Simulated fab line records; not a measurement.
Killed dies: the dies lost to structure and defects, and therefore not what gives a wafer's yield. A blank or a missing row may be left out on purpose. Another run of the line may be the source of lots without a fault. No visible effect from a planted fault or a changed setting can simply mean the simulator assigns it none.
What tool caused it? :: flow n5 finfet :: 12 lots with 34 wafers sampled at 4 steps, on a route of 1938 steps

## WHAT THE GAUGES SHOWED, per wafer
The record lacks any reading of a measuring or inspecting step that a usual standard deviation could be used to judge.

## WHAT TOOL EACH LOT RAN ON (gives the tool, then ch and the chambers of the sampled wafers, and finally the start)
lot: L256
N5_BEOL_M9_ETCH_41: rie diel-06 ch 0,1,3, day 11 06:55 or earlier
N5_BEOL_M9_SPUTTER_48: pvd sputter-02, day 11 06:55
N5_BEOL_M10_CURE_71: uv cure-01 ch 1, day 11 08:19
N5_PASSIVATION_PROBE_49: -

lot: L257
N5_BEOL_M9_ETCH_41: rie diel-06 ch 2,3, day 12 02:07 or earlier
N5_BEOL_M9_SPUTTER_48: pvd sputter-02, day 12 02:07
N5_BEOL_M10_CURE_71: uv cure-02 ch 1, day 12 03:22
N5_PASSIVATION_PROBE_49: -

lot: L258
N5_BEOL_M9_ETCH_41: rie diel-03 ch 1, day 12 08:46 or earlier
N5_BEOL_M9_SPUTTER_48: pvd sputter-02, day 12 08:46
N5_BEOL_M10_CURE_71: uv cure-03 ch 2, day 12 10:13
N5_PASSIVATION_PROBE_49: -

lot: L259
N5_BEOL_M9_ETCH_41: rie diel-06 ch 0,2,3, day 12 12:43 or earlier
N5_BEOL_M9_SPUTTER_48: pvd sputter-03, day 12 12:43
N5_BEOL_M10_CURE_71: uv cure-02 ch 2, day 12 13:49
N5_PASSIVATION_PROBE_49: -

lot: L261
N5_BEOL_M9_ETCH_41: rie diel-03 ch 1,2,3, day 12 20:01 or earlier
N5_BEOL_M9_SPUTTER_48: pvd sputter-02, day 12 20:01
N5_BEOL_M10_CURE_71: uv cure-01 ch 1, day 12 22:07
N5_PASSIVATION_PROBE_49: -

lot: L265
N5_BEOL_M9_ETCH_41: rie diel-06 ch 0,2, day 13 05:05 or earlier
N5_BEOL_M9_SPUTTER_48: pvd sputter-01, day 13 05:05
N5_BEOL_M10_CURE_71: uv cure-01 ch 2, day 13 06:45
N5_PASSIVATION_PROBE_49: -

lot: L264
N5_BEOL_M9_ETCH_41: rie diel-06 ch 0,1,3, day 13 08:39 or earlier
N5_BEOL_M9_SPUTTER_48: pvd sputter-01, day 13 08:39
N5_BEOL_M10_CURE_71: uv cure-03 ch 2, day 13 10:01
N5_PASSIVATION_PROBE_49: -

lot: L263
N5_BEOL_M9_ETCH_41: rie diel-02 ch 0,2,3, day 14 02:11 or earlier
N5_BEOL_M9_SPUTTER_48: pvd sputter-02, day 14 02:11
N5_BEOL_M10_CURE_71: uv cure-01 ch 1, day 14 03:44
N5_PASSIVATION_PROBE_49: -

lot: L274
N5_BEOL_M9_ETCH_41: rie diel-03 ch 1,2,3, day 16 05:49 or earlier
N5_BEOL_M9_SPUTTER_48: pvd sputter-03, day 16 05:49
N5_BEOL_M10_CURE_71: uv cure-02 ch 1, day 16 06:56
N5_PASSIVATION_PROBE_49: prober-02, day 19 07:37

lot: L272
N5_BEOL_M9_ETCH_41: rie diel-06 ch 0,1,3, day 16 12:10 or earlier
N5_BEOL_M9_SPUTTER_48: pvd sputter-03, day 16 12:10
N5_BEOL_M10_CURE_71: uv cure-02 ch 2, day 16 13:31
N5_PASSIVATION_PROBE_49: prober-01, day 20 14:20

lot: L276
N5_BEOL_M9_ETCH_41: rie diel-06 ch 0,1,2, day 17 01:47 or earlier
N5_BEOL_M9_SPUTTER_48: pvd sputter-01, day 17 01:47
N5_BEOL_M10_CURE_71: uv cure-01 ch 0, day 17 03:08
N5_PASSIVATION_PROBE_49: prober-02, day 20 04:11

lot: L278
N5_BEOL_M9_ETCH_41: rie diel-02 ch 0,1,3, day 17 04:40 or earlier
N5_BEOL_M9_SPUTTER_48: pvd sputter-02, day 17 04:40
N5_BEOL_M10_CURE_71: uv cure-01 ch 0, day 17 06:41
N5_PASSIVATION_PROBE_49: -
- N5_BEOL_M9_ETCH_41: etches SiCN in CH3F/O2, target depth 36.6 nm, time 70.1 s.
- N5_BEOL_M9_SPUTTER_48: material Cu, target thk 12 nm, time 2 s.
- N5_BEOL_M10_CURE_71: cures SiCOH lowk, time 240 s.
- N5_PASSIVATION_PROBE_49

## AS READ BY THE TOOLS THEMSELVES (means over the sampled wafers that have a number; for cases with no such wafer, the mark the record gives instead)
N5_BEOL_M9_ETCH_41. Usual: drypump motor current A 5.6 A, standard deviation 0.35; oes product au 0.77 a.u., standard deviation 0.07; rf vpp V 297.2 V, standard deviation 1.6; showerhead plenum p Torr 1.99 Torr, standard deviation 0.072; throttle valve pct 16.35 %, standard deviation 0.21.
lot: L256
tool: rie diel-06
drypump motor current A (A): 5.6
oes product au (a.u.): 0.81
rf vpp V (V): 297.4
showerhead plenum p Torr (Torr): 2.00
throttle valve pct (%): 16.34
flag: 

lot: L257
tool: rie diel-06
drypump motor current A (A): 5.8
oes product au (a.u.): 0.74
rf vpp V (V): 295.1
showerhead plenum p Torr (Torr): 1.89
throttle valve pct (%): 16.40
flag: 

lot: L258
tool: rie diel-03
drypump motor current A (A): 6.4
oes product au (a.u.): 0.76
rf vpp V (V): 297.5
showerhead plenum p Torr (Torr): 1.99
throttle valve pct (%): 16.41
flag: 

lot: L259
tool: rie diel-06
drypump motor current A (A): 5.7
oes product au (a.u.): 0.78
rf vpp V (V): 296.2
showerhead plenum p Torr (Torr): 1.93
throttle valve pct (%): 16.30
flag: 

lot: L261
tool: rie diel-03
drypump motor current A (A): 5.6
oes product au (a.u.): 0.72
rf vpp V (V): 298.4
showerhead plenum p Torr (Torr): 2.04
throttle valve pct (%): 16.53
flag: 

lot: L265
tool: rie diel-06
drypump motor current A (A): 5.7
oes product au (a.u.): 0.81
rf vpp V (V): 295.1
showerhead plenum p Torr (Torr): 1.90
throttle valve pct (%): 16.17
flag: 

lot: L264
tool: rie diel-06
drypump motor current A (A): 5.6
oes product au (a.u.): 0.79
rf vpp V (V): 296.9
showerhead plenum p Torr (Torr): 1.99
throttle valve pct (%): 16.37
flag: 

lot: L263
tool: rie diel-02
drypump motor current A (A): 5.5
oes product au (a.u.): 0.73
rf vpp V (V): 295.0
showerhead plenum p Torr (Torr): 1.92
throttle valve pct (%): 16.39
flag: 

lot: L274
tool: rie diel-03
drypump motor current A (A): 5.6
oes product au (a.u.): 0.79
rf vpp V (V): 298.1
showerhead plenum p Torr (Torr): 2.03
throttle valve pct (%): 16.39
flag: 

lot: L272
tool: rie diel-06
drypump motor current A (A): 5.6
oes product au (a.u.): 0.75
rf vpp V (V): 297.5
showerhead plenum p Torr (Torr): 1.98
throttle valve pct (%): 16.42
flag: 

lot: L276
tool: rie diel-06
drypump motor current A (A): 5.6
oes product au (a.u.): 0.78
rf vpp V (V): 296.4
showerhead plenum p Torr (Torr): 1.94
throttle valve pct (%): 16.33
flag: 

lot: L278
tool: rie diel-02
drypump motor current A (A): 5.5
oes product au (a.u.): 0.82
rf vpp V (V): 297.8
showerhead plenum p Torr (Torr): 2.04
throttle valve pct (%): 16.18
flag: 

N5_BEOL_M9_SPUTTER_48. Usual: bias v 60.0 V, standard deviation 0.59; cathode dc power W 26000 W, standard deviation 4.9; throttle valve pct 29.6 %, standard deviation 0.85.
lot: L256
tool: pvd sputter-02
bias v (V): 60.6
cathode dc power W (W): 25997
throttle valve pct (%): 29.7
flag: 

lot: L257
tool: pvd sputter-02
bias v (V): 59.2
cathode dc power W (W): 26003
throttle valve pct (%): 29.7
flag: 

lot: L258
tool: pvd sputter-02
bias v (V): 59.8
cathode dc power W (W): 26002
throttle valve pct (%): 28.9
flag: 

lot: L259
tool: pvd sputter-03
bias v (V): 59.9
cathode dc power W (W): 25999
throttle valve pct (%): 30.4
flag: 

lot: L261
tool: pvd sputter-02
bias v (V): 60.5
cathode dc power W (W): 26004
throttle valve pct (%): 29.6
flag: 

lot: L265
tool: pvd sputter-01
bias v (V): 60.2
cathode dc power W (W): 26000
throttle valve pct (%): 29.9
flag: 

lot: L264
tool: pvd sputter-01
bias v (V): 59.6
cathode dc power W (W): 26003
throttle valve pct (%): 29.4
flag: 

lot: L263
tool: pvd sputter-02
bias v (V): 59.8
cathode dc power W (W): 25996
throttle valve pct (%): 29.5
flag: 

lot: L274
tool: pvd sputter-03
bias v (V): 60.3
cathode dc power W (W): 23822
throttle valve pct (%): 29.8
flag: OFF

lot: L272
tool: pvd sputter-03
bias v (V): 60.4
cathode dc power W (W): 23825
throttle valve pct (%): 29.1
flag: OFF

lot: L276
tool: pvd sputter-01
bias v (V): 59.9
cathode dc power W (W): 25999
throttle valve pct (%): 29.4
flag: 

lot: L278
tool: pvd sputter-02
bias v (V): 60.2
cathode dc power W (W): 26003
throttle valve pct (%): 29.8
flag: 

N5_BEOL_M10_CURE_71. Usual: lamp power pct 52.32 %, standard deviation 0.055; wafer_temp_C_max 386.9, standard deviation 0.69.
lot: L256
tool: uv cure-01
lamp power pct (%): 52.28
wafer_temp_C_max: 387.5
flag: 

lot: L257
tool: uv cure-02
lamp power pct (%): 52.33
wafer_temp_C_max: 386.1
flag: 

lot: L258
tool: uv cure-03
lamp power pct (%): 52.29
wafer_temp_C_max: 385.9
flag: 

lot: L259
tool: uv cure-02
lamp power pct (%): 52.35
wafer_temp_C_max: 386.5
flag: 

lot: L261
tool: uv cure-01
lamp power pct (%): 52.32
wafer_temp_C_max: 387.8
flag: 

lot: L265
tool: uv cure-01
lamp power pct (%): 52.34
wafer_temp_C_max: 385.9
flag: 

lot: L264
tool: uv cure-03
lamp power pct (%): 52.29
wafer_temp_C_max: 386.2
flag: 

lot: L263
tool: uv cure-01
lamp power pct (%): 52.27
wafer_temp_C_max: 387.8
flag: 

lot: L274
tool: uv cure-02
lamp power pct (%): 52.34
wafer_temp_C_max: 386.3
flag: 

lot: L272
tool: uv cure-02
lamp power pct (%): 52.29
wafer_temp_C_max: 386.7
flag: 

lot: L276
tool: uv cure-01
lamp power pct (%): 52.26
wafer_temp_C_max: 387.0
flag: 

lot: L278
tool: uv cure-01
lamp power pct (%): 52.30
wafer_temp_C_max: 387.5
flag: 

N5_PASSIVATION_PROBE_49. Usual: defect limited yield 91.2 %, standard deviation 1.5; killed_at_M0_to_M3 36, standard deviation 10; killed_at_M4_up 14, standard deviation 5.2; killed at contacts 12, standard deviation 6; killed at front end 37, standard deviation 10; killed at other 4, standard deviation 3.3; killed dies 104, standard deviation 18; killed open 68, standard deviation 14; killed short 34, standard deviation 7.4; sort_bin_4_leakage 0.01 %, standard deviation 0.04; sort_bin_5_function 5.2 %, standard deviation 1; sort_bin_6_memory 3.3 %, standard deviation 0.7; sort_bin_8_speed 0.01 %, standard deviation 0.045; sort n pass 1076, standard deviation 18; sort yield pct 91.2 %, standard deviation 1.5.
lot: L274
tool: prober-02
defect limited yield (%): 90.8
killed_at_M0_to_M3: 46
killed_at_M4_up: 21
killed at contacts: 7
killed at front end: 29
killed at other: 6
killed dies: 109
killed open: 68
killed short: 29
sort_bin_4_leakage (%): 0.00
sort_bin_5_function (%): 5.8
sort_bin_6_memory (%): 2.9
sort_bin_8_speed (%): 0.00
sort n pass: 1071
sort yield pct (%): 90.8
flag: 

lot: L272
tool: prober-01
defect limited yield (%): 90.8
killed_at_M0_to_M3: 36
killed_at_M4_up: 20
killed at contacts: 9
killed at front end: 43
killed at other: 1
killed dies: 109
killed open: 64
killed short: 35
sort_bin_4_leakage (%): 0.00
sort_bin_5_function (%): 6.2
sort_bin_6_memory (%): 2.9
sort_bin_8_speed (%): 0.00
sort n pass: 1071
sort yield pct (%): 90.8
flag: 

lot: L276
tool: prober-02
defect limited yield (%): 92.4
killed_at_M0_to_M3: 46
killed_at_M4_up: 10
killed at contacts: 10
killed at front end: 24
killed at other: 1
killed dies: 90
killed open: 60
killed short: 29
sort_bin_4_leakage (%): 0.00
sort_bin_5_function (%): 4.4
sort_bin_6_memory (%): 3.0
sort_bin_8_speed (%): 0.00
sort n pass: 1090
sort yield pct (%): 92.4
flag: 

## THE ANSWER, worked out from the rows above alone
Rule: a lot is off if the mean of its wafers that have a number lies more than 3 standard deviations from the usual mean. Also off: a lot with no number at a reading for which 4 or more lots have one. All remaining lots with rows at the step are treated as sound. The gauges are gone through in route order, then the tools' own readings, and for those a lot's mean is taken as printed above. The first step at which some lot is off is used, and at that step the reading that is off furthest; a lot without a number counts as furthest.
Off, at N5_BEOL_M9_SPUTTER_48 on cathode dc power W: L274, L272.
A tool fits if, at that step or a process step before it, it ran every lot that is off, and no sound lot after the first of them. N5_BEOL_M9_ETCH_41: start missing for some lots; hours and lot order therefore follow N5_BEOL_M9_SPUTTER_48. One candidate fits, namely pvd sputter-03 at N5_BEOL_M9_SPUTTER_48. A fault onset in the window from L259 (day 12 12:43, its last sound lot) to L274 (day 16 05:49, its first lot off) fits.
The tool's own readings at N5_BEOL_M9_SPUTTER_48 bear it out: on the lots that are off they differ by more than 5 times the standard deviation of the sound lots' means. cathode dc power W reads 23824 W there against 26001 W on the sound lots.

## WHAT WAS PUT IN BY THE SIMULATOR
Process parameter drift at N5_BEOL_M9_SPUTTER_48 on pvd sputter-03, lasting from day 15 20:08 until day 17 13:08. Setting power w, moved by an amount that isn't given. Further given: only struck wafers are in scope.
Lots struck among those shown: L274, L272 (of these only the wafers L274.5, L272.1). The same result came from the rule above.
